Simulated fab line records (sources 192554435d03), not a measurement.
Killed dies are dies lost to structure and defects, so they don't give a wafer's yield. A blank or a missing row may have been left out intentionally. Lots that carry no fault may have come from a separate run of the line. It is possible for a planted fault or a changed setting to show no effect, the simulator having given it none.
The tool behind it: which one?	flow n5 finfet	25 wafers from 10 lots sampled at 5 of the route's 1938 steps

WHAT EACH GAUGE READ, for each wafer
The record holds no reading of a measuring or inspecting step that can be judged against a usual standard deviation.

EACH LOT AND THE TOOL THAT RAN IT (in order: tool; ch and the chambers of the sampled wafers; start)
lot	N5_BEOL_M8_ETCH_61	N5_BEOL_M8_ETCH_65	N5_BEOL_M8_ETCH_66	N5_BEOL_M8_STRIP_36	N5_PASSIVATION_PROBE_49
L182	rie diel-06 ch 0,1,3, day 9 13:51	rie diel-06 ch 0,2,3, day 9 15:47	rie diel-06 ch 0,2,3, day 9 15:49	rie diel-06 ch 0,2,3, day 9 15:58	prober-02, day 12 10:02
L183	rie diel-05 ch 1,2, day 9 19:15	rie diel-05 ch 0,3, day 9 20:38	rie diel-05 ch 0,3, day 9 20:40	rie diel-05 ch 0,3, day 9 20:49	prober-01, day 12 19:40
L181	rie diel-05 ch 0,1,3, day 10 08:54	rie diel-05 ch 0,3, day 10 10:54	rie diel-05 ch 0,3, day 10 10:55	rie diel-05 ch 0,3, day 10 11:05	prober-02, day 13 01:43
L186	rie diel-03 ch 1,2, day 10 10:34	rie diel-03 ch 0,3, day 10 13:35	rie diel-03 ch 0,3, day 10 13:37	rie diel-03 ch 0,3, day 10 13:46	prober-02, day 13 06:14
L189	rie diel-05 ch 2,3, day 11 08:19	rie diel-05 ch 0,1, day 11 09:17	rie diel-05 ch 0,1, day 11 09:19	rie diel-05 ch 0,1, day 11 09:28	prober-01, day 14 02:40
L197	rie diel-06 ch 0, day 13 20:53	rie diel-06 ch 0, day 14 01:11	rie diel-06 ch 0, day 14 01:13	rie diel-06 ch 0, day 14 01:22	prober-02, day 16 12:25
L199	rie diel-06 ch 1,2, day 14 03:11	rie diel-05 ch 0,2,3, day 14 05:01	rie diel-05 ch 0,2,3, day 14 05:02	rie diel-05 ch 0,2,3, day 14 05:11	prober-01, day 16 13:14
L202	rie diel-05 ch 1,2, day 14 13:58	rie diel-05 ch 0,1, day 14 15:50	rie diel-05 ch 0,1, day 14 15:52	rie diel-05 ch 0,1, day 14 16:01	prober-02, day 17 06:44
L204	rie diel-05 ch 1,2, day 14 20:16	rie diel-05 ch 0,2, day 15 00:02	rie diel-05 ch 0,2, day 15 00:06	rie diel-05 ch 0,2, day 15 00:14	prober-02, day 18 00:57
L203	rie diel-03 ch 1,2,3, day 14 22:05	rie diel-05 ch 0,1, day 15 00:50	rie diel-05 ch 0,1, day 15 00:51	rie diel-05 ch 0,1, day 15 01:01	prober-02, day 17 23:10
- N5_BEOL_M8_ETCH_61: etches SiARC in CF4, target depth 45.5 nm, time 75.8 s.
- N5_BEOL_M8_ETCH_65: etches SiARC in CF4, target depth 15.6 nm, time 26 s.
- N5_BEOL_M8_ETCH_66: etches SOC in N2/H2, target depth 80 nm, overetch 16 nm, time 120 s.
- N5_BEOL_M8_STRIP_36: strips in N2/H2.
- N5_PASSIVATION_PROBE_49

WHAT THE TOOLS THEMSELVES READ (means of the sampled wafers that have a number; where no wafer has one, the mark that the record gives instead)
N5_BEOL_M8_ETCH_61. Usual: drypump motor current A 5.5 A, standard deviation 0.52; etch rf on time s 76.7 s, standard deviation 2.6; oes product au 0.71 a.u., standard deviation 0.072; rf vpp V 183.9 V, standard deviation 0.89; showerhead plenum p Torr 2.13 Torr, standard deviation 0.045; throttle valve pct 15.60 %, standard deviation 0.2.
lot	tool	drypump motor current A (A)	etch rf on time s (s)	oes product au (a.u.)	rf vpp V (V)	showerhead plenum p Torr (Torr)	throttle valve pct (%)	flag
L182	rie diel-06	5.3	76.8	0.63	184.8	2.17	15.75	
L183	rie diel-05	4.9	76.4	0.67	183.4	2.10	15.56	
L181	rie diel-05	5.7	77.9	0.67	184.0	2.13	15.65	
L186	rie diel-03	5.8	75.2	0.75	183.6	2.12	15.35	
L189	rie diel-05	5.4	76.8	0.60	183.6	2.08	15.83	
L197	rie diel-06	5.2	73.9	0.70	185.4	2.18	15.38	
L199	rie diel-06	5.1	76.2	0.74	183.1	2.10	15.60	
L202	rie diel-05	5.0	77.1	0.65	183.7	2.11	15.58	
L204	rie diel-05	4.9	75.8	0.63	185.1	2.09	15.66	
L203	rie diel-03	5.7	75.8	0.71	184.0	2.13	15.45	

N5_BEOL_M8_ETCH_65. Usual: drypump motor current A 5.5 A, standard deviation 0.52; etch rf on time s 26.3 s, standard deviation 0.97; oes product au 0.68 a.u., standard deviation 0.071; rf vpp V 183.7 V, standard deviation 0.98; showerhead plenum p Torr 2.12 Torr, standard deviation 0.048; throttle valve pct 15.64 %, standard deviation 0.2.
lot	tool	drypump motor current A (A)	etch rf on time s (s)	oes product au (a.u.)	rf vpp V (V)	showerhead plenum p Torr (Torr)	throttle valve pct (%)	flag
L182	rie diel-06	4.9	25.9	0.71	185.4	2.17	15.57	
L183	rie diel-05	6.0	26.8	0.66	183.6	2.11	15.77	
L181	rie diel-05	5.9	26.2	0.68	183.8	2.10	15.77	
L186	rie diel-03	5.9	26.7	0.80	183.8	2.16	15.59	
L189	rie diel-05	5.5	28.6	0.67	184.2	2.12	15.58	
L197	rie diel-06	5.3	25.4	0.71	183.8	2.18	15.39	
L199	rie diel-05	5.6	26.5	0.62	183.5	2.07	15.83	
L202	rie diel-05	5.4	26.3	0.67	183.6	2.13	15.58	
L204	rie diel-05	5.3	25.6	0.65	182.9	2.05	15.79	
L203	rie diel-05	5.6	26.2	0.68	183.5	2.10	15.68	

N5_BEOL_M8_ETCH_66. Usual: drypump motor current A 5.5 A, standard deviation 0.52; oes product au 0.62 a.u., standard deviation 0.063; rf vpp V 523.1 V, standard deviation 1.7; showerhead plenum p Torr 2.51 Torr, standard deviation 0.073; throttle valve pct 17.85 %, standard deviation 0.18.
lot	tool	drypump motor current A (A)	oes product au (a.u.)	rf vpp V (V)	showerhead plenum p Torr (Torr)	throttle valve pct (%)	flag
L182	rie diel-06	4.9	0.64	523.9	2.57	17.77	
L183	rie diel-05	6.0	0.60	523.0	2.50	17.91	
L181	rie diel-05	6.0	0.61	522.6	2.47	17.84	
L186	rie diel-03	5.9	0.72	522.3	2.56	17.89	
L189	rie diel-05	5.5	0.63	523.2	2.51	17.68	
L197	rie diel-06	5.2	0.63	524.9	2.58	17.69	
L199	rie diel-05	5.6	0.55	521.7	2.45	17.96	
L202	rie diel-05	5.4	0.61	523.9	2.52	17.72	
L204	rie diel-05	5.4	0.57	521.6	2.42	17.85	
L203	rie diel-05	5.6	0.61	522.2	2.48	17.74	

N5_BEOL_M8_STRIP_36. Usual: drypump motor current A 5.5 A, standard deviation 0.52; oes product au 0.80 a.u., standard deviation 0.088; rf vpp V 59.2 V, standard deviation 1.6; showerhead plenum p Torr 2.51 Torr, standard deviation 0.073; throttle valve pct 23.71 %, standard deviation 0.27.
lot	tool	drypump motor current A (A)	oes product au (a.u.)	rf vpp V (V)	showerhead plenum p Torr (Torr)	throttle valve pct (%)	flag
L182	rie diel-06	4.9	0.84	58.6	2.56	23.62	
L183	rie diel-05	6.0	0.77	58.6	2.49	23.65	
L181	rie diel-05	6.0	0.79	58.8	2.47	23.53	
L186	rie diel-03	5.9	0.97	57.3	2.56	23.91	
L189	rie diel-05	5.5	0.82	59.9	2.51	23.40	
L197	rie diel-06	5.3	0.82	60.7	2.58	23.70	
L199	rie diel-05	5.6	0.73	59.8	2.45	23.72	
L202	rie diel-05	5.4	0.78	60.1	2.52	23.49	
L204	rie diel-05	5.3	0.74	57.5	2.41	23.54	
L203	rie diel-05	5.6	0.81	60.5	2.47	23.41	

N5_PASSIVATION_PROBE_49. Usual: defect limited yield 91.3 %, standard deviation 1.4; killed_at_M0_to_M3 32, standard deviation 9.5; killed_at_M4_up 14, standard deviation 5.2; killed at contacts 13, standard deviation 5.7; killed at front end 41, standard deviation 12; killed at other 3.5, standard deviation 2.6; killed dies 103, standard deviation 17; killed on rim 14, standard deviation 4; killed open 68, standard deviation 14; killed short 32, standard deviation 7; sort_bin_4_leakage 0.01 %, standard deviation 0.051; sort_bin_5_function 5.0 %, standard deviation 0.91; sort_bin_6_memory 3.3 %, standard deviation 0.7; sort_bin_8_speed 0.03 %, standard deviation 0.22; sort n pass 1076, standard deviation 17; sort yield pct 91.2 %, standard deviation 1.4.
lot	tool	defect limited yield (%)	killed_at_M0_to_M3	killed_at_M4_up	killed at contacts	killed at front end	killed at other	killed dies	killed on rim	killed open	killed short	sort_bin_4_leakage (%)	sort_bin_5_function (%)	sort_bin_6_memory (%)	sort_bin_8_speed (%)	sort n pass	sort yield pct (%)	flag
L182	prober-02	92.5	35	18	10	23	1.7	89	12	60	27	0.00	4.7	2.5	0.03	1091	92.5	
L183	prober-01	90.0	34	20	17	41	5.5	118	14	80	37	0.09	5.8	3.8	0.00	1062	89.9	
L181	prober-02	91.0	25	19	21	37	4.0	107	13	76	29	0.00	4.9	3.7	0.00	1073	91.0	
L186	prober-02	90.5	32	14	11	52	3.5	112	12	80	30	0.00	5.8	3.2	0.00	1068	90.5	
L189	prober-01	91.3	30	13	20	35	4.0	102	14	66	36	0.00	5.1	3.3	0.00	1078	91.3	
L197	prober-02	91.7	32	10	7	49	0.0	98	12	66	32	0.00	5.2	3.0	0.00	1082	91.7	
L199	prober-01	91.4	37	9	10	41	3.7	101	11	67	33	0.00	4.7	3.5	0.00	1079	91.4	
L202	prober-02	90.9	36	9	14	42	5.0	107	16	68	36	0.00	5.0	3.8	0.03	1073	90.9	
L204	prober-02	92.4	44	8	14	22	3.0	90	9	64	25	0.12	4.0	3.4	0.00	1088	92.2	
L203	prober-02	90.2	33	14	21	45	2.7	115	16	73	36	0.00	5.4	3.6	0.03	1065	90.2	

THE ANSWER, worked out from the rows above alone
Rule: take the mean of a lot's wafers that have a number; if it is more than 3 standard deviations from the usual mean, the lot is off. Also off: a lot with no number at a reading for which 4 or more lots have one. The other lots that the step has rows for count as sound. First the gauges in route order, then the tools' own readings, where a lot's mean is used as printed above. At the first step where some lot is off, the reading lying furthest off is the one used; lots without a number count as furthest.
No lot is off on any of the readings shown, so nothing can be concluded from this.

WHAT WAS PUT IN BY THE SIMULATOR
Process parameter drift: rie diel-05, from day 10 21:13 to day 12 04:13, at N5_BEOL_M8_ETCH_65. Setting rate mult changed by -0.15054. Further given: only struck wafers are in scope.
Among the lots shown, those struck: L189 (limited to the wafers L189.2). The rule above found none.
